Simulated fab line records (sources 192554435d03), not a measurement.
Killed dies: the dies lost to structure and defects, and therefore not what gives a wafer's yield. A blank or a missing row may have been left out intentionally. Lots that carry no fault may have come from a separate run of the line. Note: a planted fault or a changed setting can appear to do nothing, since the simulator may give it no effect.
Which tool is to blame?    flow n5_finfet    14 lots, 38 wafers sampled, at 3 steps of a route of 1938

WHAT THE GAUGES READ, wafer by wafer
N5_PASSIVATION_CD_MEAS_10: target cd 3000 nm. Usual: 2999.5 nm for cd_nm, sd 2.8.
lot   measured      on         cd_nm (nm)            flag
L888  day 13 01:16  cd_sem-01  3003.2 3000.6 2998.6  
L889  day 13 00:40  cd_sem-01  3004.5 3002.7 3000.2  
L890  day 13 05:34  cd_sem-01  3001.8 2995.0 2998.7  
L891  day 13 04:56  cd_sem-01  3002.6 3000.1         
L892  day 14 06:05  cd_sem-03  3000.6 3004.1         
L893  day 13 22:21  cd_sem-01  3003.9 2997.7         
L896  day 15 01:37  cd_sem-03  2993.8 2996.6 2996.0  
L897  day 15 10:22  cd_sem-03  2999.9 2997.9 2998.4  
L898  day 15 10:52  cd_sem-02  2996.4 3002.6 2998.3  
L899  day 15 04:47  cd_sem-02  2998.2 2994.7         
L900  day 16 21:57  cd_sem-01  2998.6 2997.1 2997.7  
L901  day 16 13:55  cd_sem-03  2999.2 2999.0 3001.9  
L902  day 16 14:29  cd_sem-02  2996.3 3001.9 2999.1  
L907  day 18 14:01  cd_sem-01  3004.5 2997.9 3002.8  

N5_PASSIVATION_CD_MEAS_44: target cd 40000 nm. Usual: 39999 nm for cd_nm, sd 4.7.
lot   measured      on         cd_nm (nm)         flag
L888  day 13 05:11  cd_sem-03  40001 40003 40007  
L889  day 13 04:14  cd_sem-01  40000 39996 40007  
L890  day 13 08:55  cd_sem-03  40000 39997 39987  
L891  day 13 08:22  cd_sem-01  39998 39995        
L892  day 14 09:59  cd_sem-03  39994 40009        
L893  day 14 02:17  cd_sem-02  40000 40006        
L896  day 15 05:17  cd_sem-03  40000 39994 39992  
L897  day 15 14:05  cd_sem-03  39993 39992 39991  
L898  day 15 14:27  cd_sem-01  40006 40003 40005  
L899  day 15 08:14  cd_sem-03  39993 40002        
L900  day 17 02:07  cd_sem-02  40004 39998 40001  
L901  day 16 17:44  cd_sem-03  40004 40006 40002  
L902  day 16 18:17  cd_sem-01  39994 39999 39995  
L907  day 18 17:19  cd_sem-02  39999 40003 40002  

TOOL THAT RAN EACH LOT (tool first, then ch and the chambers of the sampled wafers, then the start)
lot   N5_GATE_CUT_VAPOR_ETCH_60
L888  rie_metal-03 ch 0,1, day 4 13:40
L889  rie_metal-02 ch 0,1, day 4 21:10
L890  rie_metal-03 ch 0, day 5 02:37
L891  rie_metal-01 ch 0, day 5 07:56
L892  rie_metal-02 ch 1, day 5 13:54
L893  rie_metal-02 ch 1, day 5 19:22
L896  rie_metal-03 ch 0,1, day 6 15:20
L897  rie_metal-02 ch 0,1, day 7 00:55
L898  rie_metal-01 ch 0,1, day 7 01:34
L899  rie_metal-02 ch 1, day 7 07:13
L900  rie_metal-01 ch 0,1, day 7 14:41
L901  rie_metal-02 ch 0,1, day 7 19:10
L902  rie_metal-02 ch 0,1, day 8 01:19
L907  rie_metal-02 ch 0,1, day 9 08:15
- N5_GATE_CUT_VAPOR_ETCH_60: etches HfO2 in BCl3/Cl2.

WHAT THE TOOLS THEMSELVES READ (means of the sampled wafers that have a number; where no wafer has one, the mark that the record gives instead)
N5_GATE_CUT_VAPOR_ETCH_60. Usual: drypump_motor_current_A 5.4 A, standard deviation 0.61; he_backside_leak_sccm 3.49 sccm, standard deviation 0.24; oes_product_au 0.75 a.u., standard deviation 0.075.
lot   tool          drypump_motor_current_A (A)  he_backside_leak_sccm (sccm)  oes_product_au (a.u.)  flag
L888  rie_metal-03  5.1                          3.18                          0.80                   
L889  rie_metal-02  5.1                          3.63                          0.72                   
L890  rie_metal-03  5.4                          3.05                          0.85                   
L891  rie_metal-01  6.3                          3.52                          0.74                   
L892  rie_metal-02  4.7                          3.60                          0.76                   
L893  rie_metal-02  4.7                          3.60                          0.76                   
L896  rie_metal-03  5.3                          3.26                          0.81                   
L897  rie_metal-02  5.4                          3.63                          0.65                   
L898  rie_metal-01  5.8                          3.57                          0.77                   
L899  rie_metal-02  4.7                          3.52                          0.74                   
L900  rie_metal-01  5.3                          3.37                          0.80                   
L901  rie_metal-02  5.4                          3.65                          0.66                   
L902  rie_metal-02  5.4                          3.64                          0.65                   
L907  rie_metal-02  5.4                          3.64                          0.65                   

THE ANSWER, worked out from the rows above alone
Rule: a lot counts as off when the mean over its wafers that have a number is more than 3 standard deviations away from the usual mean. A lot without any number at a reading at which 4 lots or more have one is off too. Any other lot the step has rows for is counted as sound. The gauges are gone through in route order, then the tools' own readings, and for those a lot's mean is taken as printed above. The first step at which some lot is off is used, and at that step the reading that is off furthest; a lot without a number counts as furthest.
No lot is off on any of the readings shown, so nothing can be concluded from this.

WHAT THE SIMULATOR HAD PUT IN
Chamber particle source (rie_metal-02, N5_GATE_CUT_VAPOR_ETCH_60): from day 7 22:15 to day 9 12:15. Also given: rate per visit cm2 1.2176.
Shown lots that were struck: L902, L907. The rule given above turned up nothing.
